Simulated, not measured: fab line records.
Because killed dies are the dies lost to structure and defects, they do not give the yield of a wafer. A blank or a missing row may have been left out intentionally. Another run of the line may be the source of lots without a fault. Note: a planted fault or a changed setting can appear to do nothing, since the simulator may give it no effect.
What tool caused it?	flow n5Finfet	20 lots, 60 wafers sampled, at 6 steps of a route of 1938

== WHAT THE GAUGES READ, wafer by wafer ==
The record holds no reading of a measuring or inspecting step that can be judged against a usual standard deviation.

== WHAT TOOL EACH LOT RAN ON (gives the tool, then ch and the chambers of the sampled wafers, and finally the start) ==
lot	N5_HKMG_FIN_ETCH_35	N5_GATE_CUT_STRIP_59	N5_GATE_CUT_CMP_02	N5_GATE_CUT_STRIP_42	N5_GATE_CUT_ETCH_47	N5_MOL_CONTACT_COAG_DESCUM_13
L074	rieDiel-05 ch 0,1,2, day 4 04:10	rieDiel-06 ch 1,2, day 4 08:55	cmp-02 ch 1,2, day 4 11:24	rieDiel-06 ch 0,1,2, day 4 12:26	rieMetal-02 ch 0,1, day 4 12:45	rieDiel-04 ch 0,3, day 4 16:18
L075	rieDiel-05 ch 0,2, day 4 07:58	rieDiel-02 ch 1,2,3, day 4 12:28	cmp-03 ch 0,3, day 4 15:00	rieDiel-03 ch 1,3, day 4 16:19	rieMetal-03 ch 1, day 4 16:37	rieDiel-04 ch 1,2,3, day 4 20:29
L076	rieDiel-05 ch 2,3, day 4 18:07	rieDiel-03 ch 0,2,3, day 4 22:54	cmp-02 ch 0,3, day 5 01:25	rieDiel-02 ch 1,2, day 5 02:34	rieMetal-01 ch 0,1, day 5 02:52	rieDiel-05 ch 0,2,3, day 5 06:32
L077	rieDiel-01 ch 0,3, day 4 19:10	rieDiel-06 ch 2,3, day 4 23:50	cmp-02 ch 2,3, day 5 03:33	rieDiel-03 ch 0,1, day 5 04:57	rieMetal-01 ch 0,1, day 5 05:15	rieDiel-04 ch 1,2,3, day 5 09:50
L078	rieDiel-01 ch 0,2, day 5 04:28	rieDiel-06 ch 0,1,2, day 5 09:04	cmp-03 ch 0,2,3, day 5 11:37	rieDiel-02 ch 0,1,2, day 5 12:47	rieMetal-01 ch 0,1, day 5 13:05	rieDiel-01 ch 0,1, day 5 16:27
L080	rieDiel-05 ch 0,1,2, day 5 13:54	rieDiel-02 ch 0,2, day 5 18:34	cmp-02 ch 1,2,3, day 5 21:02	rieDiel-03 ch 0,3, day 5 22:12	rieMetal-01 ch 0, day 5 22:30	rieDiel-04 ch 0,2,3, day 6 02:50
L083	rieDiel-01 ch 1,2, day 6 14:43	rieDiel-02 ch 0,1,2, day 6 19:41	cmp-01 ch 0,1,2, day 6 22:17	rieDiel-02 ch 1,2, day 6 23:32	rieMetal-01 ch 0, day 7 00:00	rieDiel-05 ch 0,3, day 7 04:22
L085	rieDiel-05 ch 1,2,3, day 6 20:53	rieDiel-06 ch 1,2,3, day 7 01:56	cmp-02 ch 0,3, day 7 04:25	rieDiel-03 ch 0,1,3, day 7 05:36	rieMetal-01 ch 0,1, day 7 05:54	rieDiel-01 ch 2,3, day 7 09:08
L086	rieDiel-01 ch 1,2,3, day 7 07:28	rieDiel-06 ch 0,2,3, day 7 11:59	cmp-01 ch 0,2, day 7 14:31	rieDiel-02 ch 0,1, day 7 15:38	rieMetal-01 ch 0,1, day 7 15:56	rieDiel-04 ch 1,2,3, day 7 19:11
L087	rieDiel-01 ch 1,3, day 7 11:08	rieDiel-02 ch 0,1, day 7 17:13	cmp-01 ch 0,1, day 7 19:58	rieDiel-03 ch 1,2,3, day 7 21:32	rieMetal-01 ch 0, day 7 21:50	rieDiel-05 ch 0,1, day 8 01:04
L088	rieDiel-05 ch 0,2, day 7 13:52	rieDiel-06 ch 1,2,3, day 7 18:47	cmp-01 ch 0,3, day 7 21:16	rieDiel-03 ch 1,2,3, day 7 22:26	rieMetal-02 ch 0, day 7 22:44	rieDiel-05 ch 2,3, day 8 02:03
L089	rieDiel-01 ch 0,3, day 7 21:09	rieDiel-06 ch 2,3, day 8 01:43	cmp-03 ch 0,2,3, day 8 04:19	rieDiel-06 ch 2,3, day 8 05:32	rieMetal-02 ch 0,1, day 8 05:50	rieDiel-01 ch 0,1, day 8 09:16
L090	rieDiel-05 ch 0,1, day 8 02:43	rieDiel-02 ch 0,1,3, day 8 07:14	cmp-02 ch 0,1,2, day 8 09:48	rieDiel-03 ch 0,1,3, day 8 10:53	rieMetal-02 ch 0,1, day 8 11:11	rieDiel-01 ch 0,3, day 8 14:28
L091	rieDiel-01 ch 0,1,2, day 8 10:10	rieDiel-02 ch 0,1, day 8 14:41	cmp-03 ch 2,3, day 8 17:12	rieDiel-02 ch 1,2,3, day 8 18:14	rieMetal-03 ch 0,1, day 8 18:32	rieDiel-01 ch 0,1, day 8 21:46
L092	rieDiel-01 ch 1,3, day 8 16:43	rieDiel-03 ch 1,3, day 8 21:15	cmp-03 ch 0,2, day 9 00:44	rieDiel-06 ch 1,3, day 9 02:08	rieMetal-03 ch 0,1, day 9 02:26	rieDiel-04 ch 2,3, day 9 06:22
L093	rieDiel-05 ch 1,2,3, day 8 21:29	rieDiel-02 ch 2,3, day 9 02:18	cmp-01 ch 2,3, day 9 04:50	rieDiel-03 ch 0,2,3, day 9 06:22	rieMetal-02 ch 0,1, day 9 06:41	rieDiel-05 ch 1,2,3, day 9 10:29
L094	rieDiel-05 ch 0,1,2, day 9 05:01	rieDiel-06 ch 0,1, day 9 09:47	cmp-02 ch 0,1, day 9 12:25	rieDiel-03 ch 0,1, day 9 13:38	rieMetal-03 ch 0,1, day 9 13:56	rieDiel-04 ch 0,2,3, day 9 17:14
L095	rieDiel-01 ch 1,2, day 9 09:53	rieDiel-06 ch 0,1,3, day 9 14:23	cmp-03 ch 0,3, day 9 16:55	rieDiel-06 ch 0,1,3, day 9 17:55	rieMetal-03 ch 0,1, day 9 18:13	rieDiel-04 ch 1,2,3, day 9 21:40
L096	rieDiel-04 ch 0,1, day 9 17:53	rieDiel-03 ch 0,1, day 9 22:43	cmp-02 ch 0,1,3, day 10 01:56	rieDiel-03 ch 0,3, day 10 02:54	rieMetal-02 ch 0,1, day 10 03:13	rieDiel-04 ch 0,1,2, day 10 06:26
L097	rieDiel-01 ch 0,2, day 9 20:17	rieDiel-02 ch 1,2, day 10 01:12	cmp-02 ch 0,1, day 10 03:41	rieDiel-06 ch 0,1, day 10 04:43	rieMetal-02 ch 0,1, day 10 05:01	rieDiel-04 ch 0,1,3, day 10 12:52
- N5_HKMG_FIN_ETCH_35: etches SOC in N2/H2, target depth 215.8 nm, time 243.4 s.
- N5_GATE_CUT_STRIP_59: strips in N2/H2, time 20 s.
- N5_GATE_CUT_CMP_02: polishes, stops on SiO2, t overpolish 12.7 s, target thk 0 nm.
- N5_GATE_CUT_STRIP_42: strips in O2.
- N5_GATE_CUT_ETCH_47: etches SiO2 in Cl2/BCl3, target depth 10 nm.
- N5_MOL_CONTACT_COAG_DESCUM_13: chemistry O2, time 7 s.

== WHAT THE TOOLS THEMSELVES READ (means of the sampled wafers that have a number; where no wafer has one, the mark that the record gives instead) ==
N5_HKMG_FIN_ETCH_35.
lot	tool	drypumpMotorCurrentA (A)	n2FlowSccm (sccm)	oesProductAu (a.u.)	rfVppV (V)	showerheadPlenumPTorr (Torr)	throttleValvePct (%)
L074	rieDiel-05	5.9	200.4	0.78	141.1	2.52	17.69
L075	rieDiel-05	5.5	199.8	0.81	142.3	2.56	17.45
L076	rieDiel-05	5.0	200.5	0.81	140.5	2.49	17.67
L077	rieDiel-01	4.9	200.4	0.69	141.0	2.49	17.75
L078	rieDiel-01	5.8	200.3	0.67	141.1	2.51	17.93
L080	rieDiel-05	5.9	200.0	0.76	141.6	2.52	17.71
L083	rieDiel-01	5.2	199.4	0.71	142.6	2.59	17.95
L085	rieDiel-05	5.5	199.8	0.78	141.6	2.49	17.74
L086	rieDiel-01	5.3	200.1	0.69	141.1	2.56	17.90
L087	rieDiel-01	4.8	200.3	0.69	141.5	2.56	17.82
L088	rieDiel-05	5.7	200.5	0.92	141.7	2.53	17.42
L089	rieDiel-01	4.8	199.8	0.76	141.2	2.50	17.68
L090	rieDiel-05	6.1	199.2	0.87	141.7	2.49	17.67
L091	rieDiel-01	5.3	199.9	0.77	141.5	2.53	17.81
L092	rieDiel-01	4.8	200.1	0.69	141.1	2.55	17.84
L093	rieDiel-05	5.5	200.0	0.76	140.6	2.48	17.77
L094	rieDiel-05	5.8	200.3	0.83	140.8	2.51	17.63
L095	rieDiel-01	5.2	199.7	0.69	142.1	2.58	18.00
L096	rieDiel-04	5.4	199.4	0.93	142.9	2.64	17.76
L097	rieDiel-01	5.4	200.1	0.82	140.9	2.48	17.69

N5_GATE_CUT_STRIP_59.
lot	tool	drypumpMotorCurrentA (A)	n2FlowSccm (sccm)	oesProductAu (a.u.)	rfVppV (V)	showerheadPlenumPTorr (Torr)	throttleValvePct (%)
L074	rieDiel-06	6.20	301.0	0.79	44.9	3.35	11.90
L075	rieDiel-02	6.04	299.9	0.78	45.9	3.44	12.12
L076	rieDiel-03	5.87	300.1	0.77	44.5	3.39	12.16
L077	rieDiel-06	5.87	300.7	0.71	44.9	3.34	12.30
L078	rieDiel-06	6.12	299.7	0.78	44.8	3.43	12.03
L080	rieDiel-02	5.82	299.8	0.74	45.3	3.36	12.21
L083	rieDiel-02	5.82	300.3	0.86	45.5	3.42	11.91
L085	rieDiel-06	6.11	300.1	0.76	44.5	3.35	12.09
L086	rieDiel-06	5.88	300.0	0.71	45.3	3.40	12.32
L087	rieDiel-02	5.66	300.3	0.91	45.1	3.38	11.80
L088	rieDiel-06	6.13	300.4	0.76	45.4	3.35	12.10
L089	rieDiel-06	5.97	299.3	0.70	45.6	3.32	12.22
L090	rieDiel-02	5.87	300.3	0.90	45.2	3.40	11.87
L091	rieDiel-02	5.64	299.6	0.90	45.2	3.38	11.82
L092	rieDiel-03	5.74	300.6	0.70	45.1	3.43	12.35
L093	rieDiel-02	6.02	299.7	0.79	44.9	3.36	12.11
L094	rieDiel-06	6.03	299.8	0.75	45.2	3.49	12.19
L095	rieDiel-06	6.05	300.3	0.76	45.5	3.43	12.23
L096	rieDiel-03	5.65	300.2	0.73	44.8	3.26	12.35
L097	rieDiel-02	5.97	299.4	0.75	45.9	3.43	12.09

N5_GATE_CUT_CMP_02.
lot	tool	motorCurrentA (A)	overpolishRunS (s)	timeToEndpointS (s)
L074	cmp-02	9.4	12.702	29.4
L075	cmp-03	9.1	12.701	26.8
L076	cmp-02	9.0	12.696	22.4
L077	cmp-02	9.1	12.698	24.7
L078	cmp-03	8.7	12.705	26.7
L080	cmp-02	9.1	12.698	26.9
L083	cmp-01	9.5	12.703	24.8
L085	cmp-02	9.1	12.706	23.0
L086	cmp-01	8.7	12.706	24.2
L087	cmp-01	10.5	12.699	27.3
L088	cmp-01	9.0	12.707	25.8
L089	cmp-03	8.5	12.704	26.8
L090	cmp-02	9.2	12.702	25.4
L091	cmp-03	8.6	12.696	25.2
L092	cmp-03	8.4	12.699	24.4
L093	cmp-01	8.6	12.692	31.6
L094	cmp-02	9.5	12.701	25.3
L095	cmp-03	8.8	12.703	25.3
L096	cmp-02	9.6	12.701	26.5
L097	cmp-02	9.4	12.700	26.4

N5_GATE_CUT_STRIP_42.
lot	tool	drypumpMotorCurrentA (A)	oesProductAu (a.u.)	rfVppV (V)	showerheadPlenumPTorr (Torr)	throttleValvePct (%)
L074	rieDiel-06	6.12	0.80	3.6	2.15	16.63
L075	rieDiel-03	5.58	0.72	3.8	2.11	16.83
L076	rieDiel-02	5.97	0.84	3.5	2.17	16.32
L077	rieDiel-03	5.64	0.76	3.6	2.04	16.80
L078	rieDiel-02	5.81	0.78	3.6	2.12	16.49
L080	rieDiel-03	5.75	0.75	3.6	2.07	16.71
L083	rieDiel-02	5.94	0.79	3.5	2.14	16.45
L085	rieDiel-03	5.66	0.73	3.9	2.09	16.80
L086	rieDiel-02	5.65	0.92	3.2	2.10	16.33
L087	rieDiel-03	5.79	0.74	3.8	2.11	16.72
L088	rieDiel-03	5.79	0.74	4.2	2.11	16.72
L089	rieDiel-06	5.87	0.71	3.4	2.09	16.97
L090	rieDiel-03	5.67	0.72	3.8	2.08	16.81
L091	rieDiel-02	6.02	0.83	3.7	2.12	16.40
L092	rieDiel-06	6.26	0.80	3.7	2.11	16.56
L093	rieDiel-03	5.88	0.75	4.0	2.09	16.67
L094	rieDiel-03	5.56	0.71	3.5	2.04	16.91
L095	rieDiel-06	6.03	0.75	3.4	2.14	16.76
L096	rieDiel-03	5.82	0.71	4.0	2.12	16.74
L097	rieDiel-06	6.25	0.80	3.3	2.15	16.51

N5_GATE_CUT_ETCH_47.
lot	tool	drypumpMotorCurrentA (A)	oes_ar_750_au (a.u.)	oesProductAu (a.u.)	throttleValvePct (%)
L074	rieMetal-02	5.9	0.77	0.77	22.82
L075	rieMetal-03	5.7	0.83	0.78	22.77
L076	rieMetal-01	5.4	0.66	0.67	22.90
L077	rieMetal-01	5.7	0.73	0.74	22.71
L078	rieMetal-01	5.4	0.65	0.66	22.89
L080	rieMetal-01	5.9	0.80	0.81	22.51
L083	rieMetal-01	5.9	0.80	0.79	22.52
L085	rieMetal-01	5.4	0.89	0.92	22.56
L086	rieMetal-01	5.4	0.88	0.90	22.57
L087	rieMetal-01	5.9	0.79	0.80	22.53
L088	rieMetal-02	6.2	0.77	0.74	22.94
L089	rieMetal-02	5.8	0.75	0.75	22.83
L090	rieMetal-02	5.5	0.73	0.75	22.73
L091	rieMetal-03	5.5	0.81	0.79	22.78
L092	rieMetal-03	5.5	0.80	0.81	22.77
L093	rieMetal-02	5.5	0.73	0.75	22.72
L094	rieMetal-03	5.4	0.81	0.82	22.76
L095	rieMetal-03	5.4	0.81	0.81	22.76
L096	rieMetal-02	5.9	0.74	0.74	22.84
L097	rieMetal-02	5.8	0.74	0.74	22.84

N5_MOL_CONTACT_COAG_DESCUM_13.
lot	tool	drypumpMotorCurrentA (A)	oesProductAu (a.u.)	rfVppV (V)	showerheadPlenumPTorr (Torr)	throttleValvePct (%)
L074	rieDiel-04	5.0	0.71	243.5	2.12	20.59
L075	rieDiel-04	5.2	0.71	242.8	2.07	20.50
L076	rieDiel-05	5.3	0.77	243.2	2.07	20.27
L077	rieDiel-04	5.2	0.71	242.2	2.06	20.50
L078	rieDiel-01	4.8	0.70	242.7	2.09	20.45
L080	rieDiel-04	5.2	0.71	242.8	2.08	20.55
L083	rieDiel-05	5.2	0.82	241.8	2.02	20.36
L085	rieDiel-01	5.8	0.69	241.8	2.05	20.40
L086	rieDiel-04	5.2	0.69	242.7	2.06	20.53
L087	rieDiel-05	6.1	0.87	243.0	2.03	20.08
L088	rieDiel-05	5.0	0.77	241.4	2.05	20.45
L089	rieDiel-01	4.8	0.87	242.9	2.09	20.33
L090	rieDiel-01	4.9	0.76	243.4	2.06	20.34
L091	rieDiel-01	4.8	0.86	243.3	2.08	20.34
L092	rieDiel-04	5.2	0.70	242.2	2.07	20.55
L093	rieDiel-05	5.5	0.76	242.6	2.04	20.40
L094	rieDiel-04	5.2	0.79	242.8	2.06	20.49
L095	rieDiel-04	5.2	0.77	243.9	2.14	20.47
L096	rieDiel-04	5.3	0.85	243.8	2.09	20.37
L097	rieDiel-04	5.2	0.84	244.3	2.13	20.42

== THE ANSWER, worked out from the rows above alone ==
Rule: the usual values come from the lots themselves. The widest of any qualifying gaps counts: lots, ordered by their means at a reading, are off when they make up no more than a third of the lots, leave a main group of 4 or more, and stand apart from it by 3 or more times the standard deviation of that group's means. The tables above print the reading to a certain number of digits; a main group whose means all agree to those digits is not used. Also off: a lot with no number at a reading for which 4 or more lots have one. All remaining lots with rows at the step are treated as sound. The gauges are gone through in route order, then the tools' own readings, and for those a lot's mean is taken as printed above. The first step at which some lot is off is used, and at that step the reading that is off furthest; a lot without a number counts as furthest.
Nothing can be told from this: no lot is off at any reading shown.

== WHAT WAS PUT IN BY THE SIMULATOR ==
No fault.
